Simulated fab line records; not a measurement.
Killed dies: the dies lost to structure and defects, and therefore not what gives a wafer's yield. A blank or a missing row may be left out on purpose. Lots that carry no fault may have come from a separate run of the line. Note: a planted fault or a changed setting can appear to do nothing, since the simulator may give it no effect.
Lot-split experiment | flow n5-finfet | route with 1938 steps; 7 lots, 21 wafers read

THE SPLIT ITSELF
At N5_BEOL_M13_ETCH_59 (etches BARC in N2/H2, target depth 89 nm, overetch 26.7 nm, time 67.9 s), the setting time-s was moved away from the recipe's 67.9 s on 5 of the 21 wafers read, by -20.0% to +11.9%. This setting was run at the recipe's value on the other wafers.

Reading taken at the split's own step.

THE READING
coat_of_BEOL_M13_COAT_04.thk-nm (the simulator's own value, which no gauge read), in nm, at N5_BEOL_M13_ETCH_59 (etches BARC in N2/H2, target depth 89 nm, overetch 26.7 nm, time 67.9 s). There is no usual value for it anywhere in the file. Average 318.1 nm, standard deviation 1.5 nm, over the 16 wafers here run with the recipe.

wafer  | tool, chamber at the split | time-s as run, s | against the recipe | coat_of_BEOL_M13_COAT_04.thk-nm, nm | against lot-mates on the recipe
L075.3 | rie-diel-05, 0             | 67.9             | recipe             | 320.8                               | -
L075.4 | rie-diel-05, 0             | 67.9             | recipe             | 320.4                               | -
L075.6 | rie-diel-05, 1             | 67.9             | recipe             | 318.6                               | -
L076.2 | rie-diel-06, 2             | 75.97            | +11.9%             | 310.8                               | -6.4
L076.3 | rie-diel-06, 1             | 67.9             | recipe             | 318.4                               | -
L076.5 | rie-diel-06, 0             | 67.9             | recipe             | 316                                 | -
L078.3 | rie-diel-05, 3             | 57.77            | -14.9%             | 327.2                               | +9.1
L078.4 | rie-diel-05, 0             | 67.9             | recipe             | 318.8                               | -
L078.6 | rie-diel-05, 3             | 67.9             | recipe             | 317.4                               | -
L081.1 | rie-diel-04, 2             | 63.29            | -6.8%              | 320.8                               | +3.2
L081.2 | rie-diel-04, 0             | 63.29            | -6.8%              | 321                                 | +3.4
L081.5 | rie-diel-04, 0             | 67.9             | recipe             | 317.6                               | -
L086.1 | rie-diel-05, 1             | 67.9             | recipe             | 318.8                               | -
L086.2 | rie-diel-05, 3             | 67.9             | recipe             | 319.4                               | -
L086.4 | rie-diel-05, 2             | 67.9             | recipe             | 319.6                               | -
L087.1 | rie-diel-05, 2             | 67.9             | recipe             | 317.2                               | -
L087.3 | rie-diel-05, 1             | 67.9             | recipe             | 317.4                               | -
L087.4 | rie-diel-05, 0             | 54.33            | -20.0%             | 332.4                               | +15.1
L096.3 | rie-diel-04, 3             | 67.9             | recipe             | 317.6                               | -
L096.4 | rie-diel-04, 1             | 67.9             | recipe             | 315.4                               | -
L096.5 | rie-diel-04, 0             | 67.9             | recipe             | 315.8                               | -

THE FIT
A straight line over all 21 wafers: coat_of_BEOL_M13_COAT_04.thk-nm changes by -0.643 nm for each +1% of time-s; r = -0.94; the points scatter about the line by 1.5 nm.
The same after taking each lot's own level away (the mean of its wafers on the recipe; 21 wafers): -0.652 nm for each +1%; r = -0.97; scatter 0.99 nm.
On that fit, the largest move of time-s shifts the reading by 13 nm.
From 316.27 to 319.93 nm: that is the span of the lots' own levels, equal to 2.4 times the standard deviation above.
So the lot-to-lot level changes the slope little: the two slopes agree.
Check: +11.2 nm against its lot-mates is what the line predicts for one of the wafers moved furthest among these (-20.0%) when that wafer is left out of the fit. Against them it came out at +15.1 nm.

THE FILE'S OWN FIT
coat_of_BEOL_M13_COAT_04.thk-nm changes by -0.662 nm for each +1% of time-s, r = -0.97.
